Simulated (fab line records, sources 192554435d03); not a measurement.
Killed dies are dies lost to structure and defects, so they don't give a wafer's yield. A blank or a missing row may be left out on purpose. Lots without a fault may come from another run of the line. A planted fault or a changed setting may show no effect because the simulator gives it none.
Chamber matching | flow n5_finfet | N5_BEOL_M2_ETCHBACK_99 on rie_diel-05: 4 sister chambers
The step etches SiO2 in CHF3, target depth 5 nm, time 10.4 s. 14 wafers are shown with their chamber, then 7 later ones without.

WAFERS WITH THEIR CHAMBER
wafer  | chamber | drypump_motor_current_A (A) | rf_vpp_V (V) | throttle_valve_pct (%)
L079.1 | 3       | 6.1                         | 238          | 17.25
L079.2 | 1       | 5.0                         | 248          | 16.82
L079.3 | 0       | 5.9                         | 238          | 17.14
L079.4 | 2       | 4.8                         | 228          | 17.16
L079.5 | 2       | 4.8                         | 229          | 17.18
L079.6 | 3       | 6.1                         | 239          | 17.26
L082.2 | 2       | 4.8                         | 228          | 17.18
L082.4 | 3       | 6.1                         | 239          | 17.25
L082.5 | 3       | 6.1                         | 239          | 17.27
L089.2 | 2       | 4.8                         | 229          | 17.20
L089.5 | 2       | 4.8                         | 227          | 17.19
L089.6 | 3       | 6.1                         | 240          | 17.28
L091.2 | 0       | 5.9                         | 239          | 17.19
L091.5 | 1       | 5.1                         | 246          | 16.86

SIGNATURES (means of the wafers above)
reading                 | chamber 0 | chamber 1 | chamber 2 | chamber 3 | scatter within a chamber
drypump_motor_current_A | 5.900     | 5.050     | 4.800     | 6.100     | 0.0224
rf_vpp_V                | 238.50    | 247.00    | 228.20    | 239.00    | 0.854
throttle_valve_pct      | 17.1650   | 16.8400   | 17.1820   | 17.2620   | 0.019
Rule: a wafer's distance from a chamber is the root of the sum, over the readings, of the square of ((its reading less the chamber's mean) divided by the reading's scatter). The wafer belongs to the nearest chamber; if the next one is less than 2 further off, it can't be placed. The scatter: the root of (the sum of the squares of (reading less its chamber's mean) over the shown wafers, divided by (wafers less chambers)).

WAFERS WITHOUT THEIR CHAMBER
wafer  | drypump_motor_current_A (A) | rf_vpp_V (V) | throttle_valve_pct (%)
L091.6 | 4.8                         | 227          | 17.21
L094.2 | 4.8                         | 230          | 17.22
L094.3 | 5.9                         | 237          | 17.21
L094.5 | 4.8                         | 229          | 17.22
L097.3 | 5.1                         | 248          | 16.89
L097.4 | 4.9                         | 228          | 17.22
L097.6 | 6.0                         | 240          | 17.32

WHICH CHAMBER EACH WENT THROUGH
wafer  | from the rows above | in truth
L091.6 | 2                   | 2
L094.2 | 2                   | 2
L094.3 | 0                   | 0
L094.5 | 2                   | 2
L097.3 | 1                   | 1
L097.4 | 2                   | 2
L097.6 | 3                   | 3
Placed correctly: 7 of 7. Can't be placed from these rows: 0. Placed wrongly: 0.
